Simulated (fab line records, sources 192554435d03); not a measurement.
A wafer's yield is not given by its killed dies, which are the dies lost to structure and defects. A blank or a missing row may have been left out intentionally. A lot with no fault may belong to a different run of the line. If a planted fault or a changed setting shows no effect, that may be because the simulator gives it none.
Which tool did it?	flow n5_finfet	24 lots, 72 wafers sampled, at 6 steps of a route of 1938

## WHAT THE GAUGES SHOWED, per wafer
N5_BEOL_M7_OVL_MEAS_12. Usual: M7_OVL 0.0 nm, standard deviation 0.89.
lot	measured	on	M7_OVL (nm)	flag
L074	day 8 18:05	overlay-02	1.1 -0.8 0.3	
L075	day 9 00:14	overlay-02	2.0 -0.8 0.6	
L076	day 9 08:54	overlay-02	1.4 -0.3 1.3	
L077	day 9 08:55	overlay-01	0.2 0.7 0.2	
L079	day 9 22:24	overlay-01	0.5 -0.3 0.2	
L078	day 9 23:22	overlay-02	1.5 0.5 1.5	
L080	day 10 10:29	overlay-02	-0.3 0.3 0.3	
L081	day 10 20:40	overlay-01	1.0 1.5 1.2	
L082	day 11 07:35	overlay-02	-0.4 -1.3 -0.2	
L083	day 11 08:15	overlay-01	-0.8 1.1 -0.6	
L084	day 11 13:15	overlay-02	1.0 -0.5 -0.6	
L085	day 11 14:08	overlay-02	-0.5 -0.7 -0.3	
L086	day 12 08:37	overlay-02	0.3 -0.6 0.5	
L087	day 12 15:01	overlay-01	1.0 1.0 -0.2	
L088	day 12 15:07	overlay-02	0.1 -0.3 1.2	
L090	day 13 03:44	overlay-01	-0.7 -0.9 -1.7	
L089	day 13 11:59	overlay-01	-0.3 -0.4 -0.7	
L092	day 13 22:01	overlay-01	-3.0 -1.9 -2.3	
L091	day 13 21:47	overlay-01	0.9 0.5 0.4	
L094	day 14 00:21	overlay-02	-0.1 -0.2 -0.1	
L095	day 14 00:53	overlay-02	0.6 0.0 -0.3	
L093	day 14 06:51	overlay-02	0.6 -0.4 -0.9	
L096	day 15 05:08	overlay-02	0.1 -0.1 0.3	
L097	day 15 14:56	overlay-02	0.9 0.9 -0.7	

N5_BEOL_M7_CD_MEAS_35: the cd target is 40 nm. Usual: cd_nm at 39.9 nm, with a standard deviation of 0.8.
lot	measured	on	cd_nm (nm)	flag
L074	day 8 21:08	cd_sem-02	39.2 40.0 41.1	
L075	day 9 04:16	cd_sem-02	39.8 39.9 40.8	
L076	day 9 14:07	cd_sem-02	39.6 37.9 38.9	
L077	day 9 13:58	cd_sem-03	40.7 38.2 38.6	
L079	day 10 01:14	cd_sem-01	40.5 41.4 41.4	
L078	day 10 01:21	cd_sem-02	41.8 40.9 40.2	
L080	day 10 13:46	cd_sem-02	41.1 39.5 39.6	
L081	day 11 01:28	cd_sem-02	40.8 40.2 39.5	
L082	day 11 09:55	cd_sem-03	40.2 40.4 40.7	
L083	day 11 10:58	cd_sem-02	39.5 39.8 40.5	
L084	day 11 16:21	cd_sem-03	39.7 38.2 39.2	
L085	day 11 16:45	cd_sem-02	39.1 40.8 39.2	
L086	day 12 10:22	cd_sem-01	39.7 39.7 39.2	
L087	day 12 20:40	cd_sem-02	39.3 38.5 39.8	
L088	day 12 20:27	cd_sem-01	39.6 40.8 39.0	
L090	day 13 05:34	cd_sem-02	40.5 40.2 39.9	
L089	day 13 14:57	cd_sem-01	40.2 39.7 40.9	
L092	day 13 23:49	cd_sem-01	41.0 40.1 40.1	
L091	day 13 23:54	cd_sem-02	39.8 39.4 39.7	
L094	day 14 02:25	cd_sem-01	40.0 39.6 39.8	
L095	day 14 02:37	cd_sem-01	41.0 40.6 41.4	
L093	day 14 08:35	cd_sem-02	39.5 40.8 38.9	
L096	day 15 07:19	cd_sem-02	40.2 39.4 39.4	
L097	day 15 18:22	cd_sem-02	40.5 39.4 39.1	

N5_BEOL_M7_INSPECT_58: inspects for defects (darkfield). Usual: raw_defect_count at 72, with a standard deviation of 23.
lot	measured	on	raw_defect_count	flag
L074	day 9 00:36	defect_inspect-01	38 42 69	
L075	day 9 06:38	defect_inspect-01	86 105 84	
L076	day 9 16:14	defect_inspect-01	36 90 67	
L077	day 9 15:56	defect_inspect-01	89 50 77	
L079	day 10 04:21	defect_inspect-02	116 73 89	
L078	day 10 04:40	defect_inspect-01	63 88 115	
L080	day 10 16:16	defect_inspect-01	96 55 52	
L081	day 11 04:31	defect_inspect-02	59 96 83	
L082	day 11 12:10	defect_inspect-02	47 56 80	
L083	day 11 13:47	defect_inspect-02	73 79 100	
L084	day 11 19:51	defect_inspect-02	61 89 86	
L085	day 11 20:17	defect_inspect-02	44 61 27	
L086	day 12 12:21	defect_inspect-02	35 65 78	
L087	day 13 00:25	defect_inspect-02	65 100 103	
L088	day 12 23:15	defect_inspect-02	108 71 86	
L090	day 13 08:20	defect_inspect-02	65 54 86	
L089	day 13 17:23	defect_inspect-02	62 78 90	
L092	day 14 03:17	defect_inspect-02	76 62 57	
L091	day 14 03:01	defect_inspect-02	77 83 66	
L094	day 14 04:33	defect_inspect-01	62 64 81	
L095	day 14 04:49	defect_inspect-01	96 144 60	
L093	day 14 12:45	defect_inspect-02	81 147 91	
L096	day 15 10:11	defect_inspect-01	74 72 56	
L097	day 15 21:00	defect_inspect-01	77 71 81	

## WHAT TOOL EACH LOT RAN ON (gives the tool, then ch and the chambers of the sampled wafers, and finally the start)
lot	N5_BEOL_M6_ALD_77	N5_BEOL_M7_ETCH_65	N5_BEOL_M7_ETCH_41
L074	ald_metal-01 ch 1,3, day 8 14:38	rie_diel-05 ch 0,2, day 8 20:37	rie_diel-05 ch 0,2, day 8 21:08 or earlier
L075	ald_metal-02 ch 0,3, day 8 18:04	rie_diel-05 ch 0,1,3, day 9 03:44	rie_diel-05 ch 0,1,3, day 9 04:16 or earlier
L076	ald_metal-02 ch 0,1,3, day 8 20:16	rie_diel-05 ch 0,1,3, day 9 13:35	rie_diel-05 ch 0,1,3, day 9 14:07 or earlier
L077	ald_metal-03 ch 1,2,3, day 9 05:34	rie_diel-03 ch 0,3, day 9 13:25	rie_diel-03 ch 0,3, day 9 13:58 or earlier
L079	ald_metal-01 ch 1,2,3, day 9 16:58	rie_diel-03 ch 1,2,3, day 10 00:42	rie_diel-03 ch 1,2,3, day 10 01:14 or earlier
L078	ald_metal-03 ch 0,2,3, day 9 19:42	rie_diel-05 ch 1,2,3, day 10 00:49	rie_diel-05 ch 1,2,3, day 10 01:21 or earlier
L080	ald_metal-02 ch 0,2,3, day 10 05:28	rie_diel-03 ch 0,1,3, day 10 13:13	rie_diel-03 ch 0,1,3, day 10 13:46 or earlier
L081	ald_metal-01 ch 0,3, day 10 14:30	rie_diel-06 ch 0,2, day 11 00:56	rie_diel-06 ch 0,2, day 11 01:28 or earlier
L082	ald_metal-02 ch 0,2,3, day 11 03:44	rie_diel-05 ch 0,1,2, day 11 09:23	rie_diel-05 ch 0,1,2, day 11 09:55 or earlier
L083	ald_metal-03 ch 1,2, day 11 04:17	rie_diel-05 ch 0,2,3, day 11 10:26	rie_diel-05 ch 0,2,3, day 11 10:58 or earlier
L084	ald_metal-02 ch 1,2, day 11 09:55	rie_diel-05 ch 0,1,3, day 11 15:49	rie_diel-05 ch 0,1,3, day 11 16:21 or earlier
L085	ald_metal-01 ch 1,2, day 11 10:46	rie_diel-05 ch 0,1, day 11 16:13	rie_diel-05 ch 0,1, day 11 16:45 or earlier
L086	ald_metal-03 ch 0,1, day 12 05:52	rie_diel-03 ch 0,1,2, day 12 09:49	rie_diel-03 ch 0,1,2, day 12 10:22 or earlier
L087	ald_metal-03 ch 0,1, day 12 11:24	rie_diel-03 ch 0,2, day 12 19:57	rie_diel-03 ch 0,2, day 12 20:40 or earlier
L088	ald_metal-02 ch 1,2, day 12 11:34	rie_diel-05 ch 0,2, day 12 19:44	rie_diel-05 ch 0,2, day 12 20:27 or earlier
L090	ald_metal-01 ch 0,1, day 13 00:11	rie_diel-05 ch 0,2,3, day 13 05:02	rie_diel-05 ch 0,2,3, day 13 05:34 or earlier
L089	ald_metal-03 ch 1,2, day 13 06:38	rie_diel-05 ch 0,1,3, day 13 14:23	rie_diel-05 ch 0,1,3, day 13 14:57 or earlier
L092	ald_metal-03 ch 1,2,3, day 13 15:46	rie_diel-05 ch 0,2, day 13 23:17	rie_diel-05 ch 0,2, day 13 23:49 or earlier
L091	ald_metal-02 ch 1,2,3, day 13 15:56	rie_diel-06 ch 0,1,3, day 13 23:16	rie_diel-06 ch 0,1,3, day 13 23:54 or earlier
L094	ald_metal-02 ch 0,2,3, day 13 18:14	rie_diel-05 ch 0,1,3, day 14 01:52	rie_diel-05 ch 0,1,3, day 14 02:25 or earlier
L095	ald_metal-03 ch 0,2,3, day 13 18:36	rie_diel-06 ch 0,1,2, day 14 02:05	rie_diel-06 ch 0,1,2, day 14 02:37 or earlier
L093	ald_metal-01 ch 0,2, day 14 01:04	rie_diel-03 ch 0,2, day 14 08:04	rie_diel-03 ch 0,2, day 14 08:35 or earlier
L096	ald_metal-02 ch 0,2, day 14 23:16	rie_diel-05 ch 1,3, day 15 06:47	rie_diel-05 ch 1,3, day 15 07:19 or earlier
L097	ald_metal-02 ch 0,2,3, day 15 10:59	rie_diel-05 ch 0,3, day 15 17:50	rie_diel-05 ch 0,3, day 15 18:22 or earlier
- N5_BEOL_M6_ALD_77: deposits TaN, target thk 2 nm, pulse time 2 s, purge time 3 s.
- N5_BEOL_M7_ETCH_65: etches SiARC in CF4, target depth 15.6 nm, time 26 s.
- N5_BEOL_M7_ETCH_41: etches SiCN in CH3F/O2, target depth 31.9 nm, time 57.8 s.

## WHAT THE TOOLS THEMSELVES READ (means of the sampled wafers that have a number; where no wafer has one, the mark that the record gives instead)
N5_BEOL_M6_ALD_77. Usual: heater_power_w 428 W, standard deviation 34; precursor_vessel_pressure_torr 26.25 Torr, standard deviation 0.054.
lot	tool	heater_power_w (W)	precursor_vessel_pressure_torr (Torr)	flag
L074	ald_metal-01	433	26.25	
L075	ald_metal-02	372	26.30	
L076	ald_metal-02	396	26.21	
L077	ald_metal-03	434	26.19	
L079	ald_metal-01	434	26.28	
L078	ald_metal-03	441	26.26	
L080	ald_metal-02	406	26.23	
L081	ald_metal-01	413	26.19	
L082	ald_metal-02	408	26.24	
L083	ald_metal-03	435	26.20	
L084	ald_metal-02	458	26.32	
L085	ald_metal-01	444	26.26	
L086	ald_metal-03	464	26.27	
L087	ald_metal-03	454	26.27	
L088	ald_metal-02	469	26.27	
L090	ald_metal-01	430	26.32	
L089	ald_metal-03	436	26.20	
L092	ald_metal-03	429	26.28	
L091	ald_metal-02	438	26.28	
L094	ald_metal-02	408	26.28	
L095	ald_metal-03	444	26.24	
L093	ald_metal-01	418	26.22	
L096	ald_metal-02	396	26.20	
L097	ald_metal-02	410	26.21	

N5_BEOL_M7_ETCH_65. Usual: drypump_motor_current_A 5.7 A, standard deviation 0.46; etch_rf_on_time_s 25.9 s, standard deviation 0.9; oes_product_au 0.62 a.u., standard deviation 0.065; rf_vpp_V 184.6 V, standard deviation 1.1; showerhead_plenum_p_Torr 2.19 Torr, standard deviation 0.048; throttle_valve_pct 15.69 %, standard deviation 0.2.
lot	tool	drypump_motor_current_A (A)	etch_rf_on_time_s (s)	oes_product_au (a.u.)	rf_vpp_V (V)	showerhead_plenum_p_Torr (Torr)	throttle_valve_pct (%)	flag
L074	rie_diel-05	5.6	25.0	0.65	185.2	2.23	15.47	
L075	rie_diel-05	5.5	25.7	0.61	185.3	2.20	15.72	
L076	rie_diel-05	5.5	25.9	0.60	185.8	2.19	15.72	
L077	rie_diel-03	5.9	26.3	0.59	184.9	2.22	15.96	
L079	rie_diel-03	6.0	26.2	0.60	184.5	2.19	15.92	
L078	rie_diel-05	5.8	26.0	0.60	184.4	2.18	15.73	
L080	rie_diel-03	6.0	25.7	0.59	185.6	2.21	15.87	
L081	rie_diel-06	6.0	26.8	0.61	183.7	2.14	15.55	
L082	rie_diel-05	5.6	25.6	0.62	185.1	2.21	15.62	
L083	rie_diel-05	5.9	25.6	0.61	185.5	2.18	15.61	
L084	rie_diel-05	5.5	25.3	0.60	185.2	2.19	15.75	
L085	rie_diel-05	5.2	25.8	0.61	185.2	2.22	15.77	
L086	rie_diel-03	6.0	26.6	0.60	184.3	2.18	15.81	
L087	rie_diel-03	5.7	26.9	0.62	184.5	2.17	15.83	
L088	rie_diel-05	6.0	25.9	0.62	185.2	2.20	15.52	
L090	rie_diel-05	5.9	25.1	0.69	184.4	2.18	15.48	
L089	rie_diel-05	5.5	25.3	0.68	184.4	2.19	15.60	
L092	rie_diel-05	5.6	25.1	0.62	184.4	2.21	15.54	
L091	rie_diel-06	5.5	26.5	0.58	183.9	2.14	15.67	
L094	rie_diel-05	5.5	25.2	0.68	184.8	2.18	15.61	
L095	rie_diel-06	6.0	26.4	0.59	183.6	2.14	15.62	
L093	rie_diel-03	5.8	26.9	0.60	184.2	2.19	15.80	
L096	rie_diel-05	5.4	26.0	0.65	185.1	2.18	15.75	
L097	rie_diel-05	5.8	25.2	0.73	183.6	2.15	15.46	

N5_BEOL_M7_ETCH_41. Usual: CH3F_flow_sccm 30.01 sccm, standard deviation 0.1; O2_flow_sccm 19.99 sccm, standard deviation 0.06; drypump_motor_current_A 5.7 A, standard deviation 0.46; oes_product_au 0.73 a.u., standard deviation 0.074; rf_vpp_V 298.1 V, standard deviation 1.3; showerhead_plenum_p_Torr 2.05 Torr, standard deviation 0.045; throttle_valve_pct 16.41 %, standard deviation 0.2.
lot	tool	CH3F_flow_sccm (sccm)	O2_flow_sccm (sccm)	drypump_motor_current_A (A)	oes_product_au (a.u.)	rf_vpp_V (V)	showerhead_plenum_p_Torr (Torr)	throttle_valve_pct (%)	flag
L074	rie_diel-05	29.98	20.05	5.6	0.75	298.7	2.08	16.18	
L075	rie_diel-05	29.98	19.97	5.5	0.70	297.8	2.06	16.43	
L076	rie_diel-05	29.88	20.02	5.5	0.70	298.1	2.05	16.45	
L077	rie_diel-03	30.05	20.05	5.9	0.68	297.3	2.07	16.65	
L079	rie_diel-03	29.98	19.98	6.0	0.70	298.2	2.05	16.65	
L078	rie_diel-05	29.99	20.01	5.8	0.70	297.3	2.05	16.49	
L080	rie_diel-03	30.00	19.97	6.1	0.68	298.9	2.07	16.60	
L081	rie_diel-06	29.89	19.98	6.0	0.71	298.2	2.01	16.25	
L082	rie_diel-05	29.85	20.00	5.6	0.72	298.7	2.08	16.35	
L083	rie_diel-05	30.05	19.92	5.9	0.72	298.9	2.05	16.36	
L084	rie_diel-05	30.00	19.99	5.5	0.70	298.2	2.05	16.48	
L085	rie_diel-05	29.94	19.99	5.2	0.70	298.8	2.08	16.47	
L086	rie_diel-03	30.05	19.98	6.0	0.70	298.5	2.05	16.55	
L087	rie_diel-03	30.01	19.96	5.7	0.73	296.8	2.03	16.54	
L088	rie_diel-05	30.02	20.03	6.0	0.72	299.2	2.07	16.27	
L090	rie_diel-05	30.06	19.96	5.9	0.80	298.1	2.04	16.22	
L089	rie_diel-05	29.93	20.02	5.5	0.80	298.1	2.05	16.34	
L092	rie_diel-05	30.02	20.02	5.6	0.72	297.4	2.07	16.24	
L091	rie_diel-06	30.03	20.00	5.5	0.68	298.5	2.00	16.35	
L094	rie_diel-05	29.96	19.96	5.5	0.79	298.5	2.05	16.33	
L095	rie_diel-06	30.05	20.00	6.0	0.70	297.2	2.01	16.35	
L093	rie_diel-03	30.05	20.03	5.8	0.70	298.3	2.05	16.52	
L096	rie_diel-05	29.88	19.96	5.4	0.76	297.7	2.04	16.49	
L097	rie_diel-05	30.08	20.07	5.8	0.86	297.8	2.01	16.19	

## THE ANSWER, worked out from the rows above alone
Rule: lot off if the mean of its wafers having a number is beyond 3 standard deviations from the usual mean. A lot without any number at a reading at which 4 lots or more have one is off too. The other lots that the step has rows for count as sound. After the gauges, taken in route order, come the tools' own readings; for these a lot's mean is taken, as printed above. The first step at which some lot is off is used, and at that step the reading that is off furthest; a lot without a number counts as furthest.
No lot is off on any of the readings shown, so nothing can be concluded from this.

## WHAT THE SIMULATOR HAD PUT IN
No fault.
